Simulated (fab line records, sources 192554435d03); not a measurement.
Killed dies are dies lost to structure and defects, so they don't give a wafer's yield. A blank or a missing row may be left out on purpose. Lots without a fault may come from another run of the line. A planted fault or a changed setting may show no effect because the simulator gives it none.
Which tool did it? | flow n5_finfet | 11 lots, 30 wafers sampled, at 5 steps of a route of 1938

WHAT THE GAUGES READ, wafer by wafer
N5_BEOL_M11_THK_MEAS_01.
lot  | measured     | on            | M11_ILD_THK (nm)
L269 | day 10 19:10 | film_metro-02 | 267 274
L270 | day 11 04:52 | film_metro-02 | 263 265
L274 | day 11 16:58 | film_metro-01 | 268 264
L278 | day 13 01:58 | film_metro-02 | 267 270 275
L279 | day 13 16:46 | film_metro-02 | 308 310 316
L283 | day 13 16:40 | film_metro-02 | 310 309 314
L281 | day 13 20:40 | film_metro-02 | 313 304 304
L289 | day 15 15:33 | film_metro-02 | 270 263 272
L291 | day 15 18:14 | film_metro-02 | 264 265 275
L290 | day 16 13:40 | film_metro-01 | 264 266 269
L292 | day 16 18:41 | film_metro-02 | 267 269 268

WHICH TOOL RAN EACH LOT (tool, then ch and the chambers of the sampled wafers, then the start)
lot  | N5_BEOL_M10_ETCH_65                | N5_BEOL_M10_SURFACE_TREAT_76 | N5_BEOL_M10_DEP_56              | N5_BEOL_M11_CURE_71
L269 | rie_diel-04 ch 0, day 10 15:14     | pvd_sputter-01, day 10 17:22 | pecvd-04 ch 0,2, day 10 18:26   | uv_cure-03 ch 0, day 10 18:44
L270 | rie_diel-04 ch 3, day 11 01:25     | pvd_sputter-01, day 11 02:50 | pecvd-04 ch 2, day 11 04:08     | uv_cure-03 ch 0, day 11 04:20
L274 | rie_diel-05 ch 1,2, day 11 11:53   | pvd_sputter-01, day 11 13:49 | pecvd-04 ch 1,2, day 11 16:13   | uv_cure-03 ch 2, day 11 16:27
L278 | rie_diel-06 ch 0,1,2, day 12 20:22 | pvd_sputter-03, day 12 21:49 | pecvd-01 ch 0,2, day 13 00:43   | uv_cure-03 ch 1, day 13 01:08
L279 | rie_diel-05 ch 0,1, day 13 10:54   | pvd_sputter-01, day 13 14:34 | pecvd-01 ch 0,1,2, day 13 15:47 | uv_cure-03 ch 2, day 13 16:16
L283 | rie_diel-06 ch 2,3, day 13 10:59   | pvd_sputter-01, day 13 14:26 | pecvd-04 ch 0,1,2, day 13 15:46 | uv_cure-02 ch 1, day 13 16:09
L281 | rie_diel-05 ch 0,1, day 13 14:37   | pvd_sputter-02, day 13 16:28 | pecvd-01 ch 0,1,2, day 13 19:57 | uv_cure-02 ch 0, day 13 20:10
L289 | rie_diel-06 ch 1,2, day 15 11:26   | pvd_sputter-02, day 15 13:02 | pecvd-04 ch 1,2, day 15 14:21   | uv_cure-01 ch 0, day 15 14:34
L291 | rie_diel-05 ch 0,3, day 15 14:32   | pvd_sputter-03, day 15 16:27 | pecvd-04 ch 1,2, day 15 17:31   | uv_cure-02 ch 1, day 15 17:43
L290 | rie_diel-05 ch 0,1, day 16 09:57   | pvd_sputter-02, day 16 11:33 | pecvd-01 ch 0,2, day 16 12:56   | uv_cure-01 ch 2, day 16 13:09
L292 | rie_diel-04 ch 1,2,3, day 16 13:09 | pvd_sputter-01, day 16 16:38 | pecvd-03 ch 0,1,2, day 16 17:58 | uv_cure-01 ch 0, day 16 18:10
- N5_BEOL_M10_ETCH_65: etches SiARC in CF4, target depth 39 nm, time 65 s.
- N5_BEOL_M10_SURFACE_TREAT_76
- N5_BEOL_M10_DEP_56: deposits SiCN from 3MS/NH3, target thk 15 nm, time 26.5 s.
- N5_BEOL_M11_CURE_71: cures SiCOH lowk, time 240 s.

WHAT THE TOOLS THEMSELVES READ (means of the sampled wafers that have a number; where no wafer has one, the mark that the record gives instead)
N5_BEOL_M10_ETCH_65.
lot  | tool        | drypump_motor_current_A (A) | etch_rf_on_time_s (s) | oes_product_au (a.u.) | rf_vpp_V (V) | showerhead_plenum_p_Torr (Torr) | throttle_valve_pct (%)
L269 | rie_diel-04 | 5.0                         | 64.5                  | 0.73                  | 184.6        | 2.08                            | 15.73
L270 | rie_diel-04 | 6.3                         | 63.1                  | 0.70                  | 183.3        | 2.15                            | 15.32
L274 | rie_diel-05 | 5.6                         | 64.0                  | 0.66                  | 183.2        | 2.16                            | 15.74
L278 | rie_diel-06 | 6.2                         | 64.9                  | 0.68                  | 185.5        | 2.19                            | 15.61
L279 | rie_diel-05 | 5.9                         | 64.6                  | 0.64                  | 185.1        | 2.22                            | 15.83
L283 | rie_diel-06 | 5.6                         | 64.3                  | 0.70                  | 184.2        | 2.14                            | 15.46
L281 | rie_diel-05 | 5.9                         | 65.0                  | 0.64                  | 184.8        | 2.22                            | 15.83
L289 | rie_diel-06 | 6.3                         | 63.4                  | 0.69                  | 185.4        | 2.20                            | 15.54
L291 | rie_diel-05 | 5.9                         | 64.5                  | 0.74                  | 183.8        | 2.20                            | 15.12
L290 | rie_diel-05 | 5.9                         | 64.6                  | 0.62                  | 185.4        | 2.21                            | 15.88
L292 | rie_diel-04 | 6.1                         | 65.3                  | 0.67                  | 184.9        | 2.18                            | 15.49

N5_BEOL_M10_DEP_56.
lot  | tool     | showerhead_plenum_p_Torr (Torr) | showerhead_vpp_V (V) | throttle_valve_pct (%)
L269 | pecvd-04 | 3.653                           | 852                  | 9.1
L270 | pecvd-04 | 3.651                           | 830                  | 8.8
L274 | pecvd-04 | 3.656                           | 896                  | 8.9
L278 | pecvd-01 | 3.673                           | 852                  | 8.9
L279 | pecvd-01 | 3.663                           | 841                  | 9.1
L283 | pecvd-04 | 3.660                           | 884                  | 8.9
L281 | pecvd-01 | 3.662                           | 845                  | 9.0
L289 | pecvd-04 | 3.656                           | 861                  | 9.1
L291 | pecvd-04 | 3.653                           | 908                  | 9.1
L290 | pecvd-01 | 3.672                           | 864                  | 8.8
L292 | pecvd-03 | 3.655                           | 885                  | 8.8

N5_BEOL_M11_CURE_71.
lot  | tool       | lamp_power_pct (%) | run_length_s (s) | wafer_temp_C_max
L269 | uv_cure-03 | 52.31              | 285.3            | 386.3
L270 | uv_cure-03 | 52.30              | 284.6            | 386.2
L274 | uv_cure-03 | 52.36              | 285.4            | 388.0
L278 | uv_cure-03 | 52.34              | 289.4            | 385.9
L279 | uv_cure-03 | -                  | -                | -
L283 | uv_cure-02 | -                  | -                | -
L281 | uv_cure-02 | -                  | -                | -
L289 | uv_cure-01 | 52.31              | 289.4            | 387.1
L291 | uv_cure-02 | 52.33              | 286.1            | 386.2
L290 | uv_cure-01 | 52.31              | 285.4            | 387.0
L292 | uv_cure-01 | 52.33              | 285.7            | 386.6

THE ANSWER, worked out from the rows above alone
Rule: what is usual is taken from the lots themselves. Put in order of their means at a reading, lots are off if they are a third of the lots or fewer, leave a main group of 4 or more, and stand apart from it by a gap of 3 or more times the standard deviation of the main group's means; of several such gaps the widest counts. A main group whose means are all the same, to the digits that the tables above print for the reading, isn't used. A lot without any number at a reading at which 4 lots or more have one is off too. The other lots that the step has rows for count as sound. The gauges are gone through in route order, then the tools' own readings, and for those a lot's mean is taken as printed above. The first step at which some lot is off is used, and at that step the reading that is off furthest; a lot without a number counts as furthest.
Off: L279, L283, L281, at N5_BEOL_M11_THK_MEAS_01 (M11_ILD_THK). The main group: mean 268 nm, standard deviation 2.1.
A tool fits if, at a process step before that reading, it ran every lot that is off, and no sound lot after the first of them. The gauges at N5_BEOL_M11_THK_MEAS_01 aren't tried: what is off there is off at N5_BEOL_M11_CURE_71 too, on other tools, and a gauge's error can't cause that. None of those tried fits.

WHAT THE SIMULATOR HAD PUT IN
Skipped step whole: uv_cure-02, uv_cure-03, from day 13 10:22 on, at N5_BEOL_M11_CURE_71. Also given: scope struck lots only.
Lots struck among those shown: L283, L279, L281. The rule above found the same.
